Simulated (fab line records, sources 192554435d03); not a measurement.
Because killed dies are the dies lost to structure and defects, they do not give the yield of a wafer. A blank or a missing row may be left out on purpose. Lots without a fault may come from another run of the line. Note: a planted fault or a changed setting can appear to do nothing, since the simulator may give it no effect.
Split-lot study -- flow n5Finfet -- route with 1938 steps; 7 lots, 39 wafers read

THE SPLIT
At N5_PASSIVATION_DEVELOP_43 (develop time 60 s), the setting developTimeS was moved away from the recipe's 60 s on 6 of the 39 wafers read, by -55.0% to -54.2%. This setting was run at the recipe's value on the other wafers.

FROM THE SPLIT TO THE READING: what the file shows between them, 1 step
- N5_PASSIVATION_HARDBAKE_45: time 120 s

THE READING
cdNm at N5_PASSIVATION_CD_MEAS_44, given in nm (cd target 40000 nm). On this fab line, fault-free wafers typically give 39996 nm with a standard deviation of 4.3 nm.

wafer,"tool, chamber at the split","developTimeS as run, s",against the recipe,"cdNm, nm",against lot-mates on the recipe
L075.1,"lithoTrack-02, 0",60,recipe,39991,-
L075.2,"lithoTrack-02, 0",60,recipe,39989,-
L075.3,"lithoTrack-02, 0",60,recipe,39994,-
L075.4,"lithoTrack-02, 0",60,recipe,39993,-
L075.5,"lithoTrack-02, 0",60,recipe,39996,-
L075.6,"lithoTrack-02, 0",60,recipe,39993,-
L077.1,"lithoTrack-02, 0",60,recipe,39999,-
L077.2,"lithoTrack-02, 0",26.97,-55.0%,39962,-35
L077.3,"lithoTrack-02, 0",60,recipe,39986,-
L077.4,"lithoTrack-02, 0",60,recipe,40006,-
L077.5,"lithoTrack-02, 0",26.97,-55.0%,39962,-35
L077.6,"lithoTrack-02, 0",26.97,-55.0%,39956,-41
L079.1,"lithoTrack-02, 0",60,recipe,39999,-
L079.2,"lithoTrack-02, 0",60,recipe,40003,-
L079.3,"lithoTrack-02, 0",60,recipe,40000,-
L079.4,"lithoTrack-02, 0",60,recipe,39991,-
L079.5,"lithoTrack-02, 0",60,recipe,40008,-
L079.6,"lithoTrack-02, 0",60,recipe,39999,-
L089.1,"lithoTrack-02, 0",27.46,-54.2%,39970,-28
L089.2,"lithoTrack-02, 0",27.46,-54.2%,39960,-38
L089.3,"lithoTrack-02, 0",60,recipe,39996,-
L089.4,"lithoTrack-02, 0",60,recipe,40003,-
L089.5,"lithoTrack-02, 0",60,recipe,39996,-
L089.6,"lithoTrack-02, 0",27.46,-54.2%,39968,-30
L090.1,"lithoTrack-02, 0",60,recipe,40001,-
L090.2,"lithoTrack-02, 0",60,recipe,39999,-
L090.3,"lithoTrack-02, 0",60,recipe,40005,-
L090.4,"lithoTrack-02, 0",60,recipe,40000,-
L090.5,"lithoTrack-02, 0",60,recipe,39996,-
L090.6,"lithoTrack-02, 0",60,recipe,40007,-
L088.1,"lithoTrack-03, 0",60,recipe,39991,-
L088.2,"lithoTrack-03, 0",60,recipe,39994,-
L088.3,"lithoTrack-03, 0",60,recipe,39996,-
L088.4,"lithoTrack-03, 0",60,recipe,40001,-
L088.5,"lithoTrack-03, 0",60,recipe,39997,-
L088.6,"lithoTrack-03, 0",60,recipe,40000,-
L093.4,"lithoTrack-03, 0",60,recipe,39991,-
L093.5,"lithoTrack-03, 0",60,recipe,39994,-
L093.6,"lithoTrack-03, 0",60,recipe,40001,-

THE FIT
A straight line over all 39 wafers: cdNm changes by +0.63 nm for each +1% of developTimeS; r = +0.92; the points scatter about the line by 5.3 nm.
The same after taking each lot's own level away (the mean of its wafers on the recipe; 39 wafers): +0.635 nm for each +1%; r = +0.94; scatter 4.5 nm.
That fit puts the effect of the largest move of developTimeS on the reading at 35 nm.
The span of the lots' own levels, 39992.7 to 40001.3 nm, comes to 2.0 times the standard deviation stated above.
Consequently the slope shifts little with the lot-to-lot level, the two slopes agreeing.
Check: with one of the wafers moved furthest among these (-55.0%) left out of the fit, the line predicts -34.9 nm for it against its lot-mates. It came out at -35 nm against them.

OTHER SPLITS ON THESE WAFERS
Other splits were also applied to these wafers ahead of the reading. Each is held against what the fit with the lots' levels taken away leaves over:
other split on the same wafers,wafers away from the commonest value,r with cdNm (lot level and that fit taken away)
N5_BEOL_M15_SPUTTER_43 targetThkA,12,+0.07

THE FILE'S OWN FIT
cdNm changes by +0.632 nm for each +1% of developTimeS, r = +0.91.
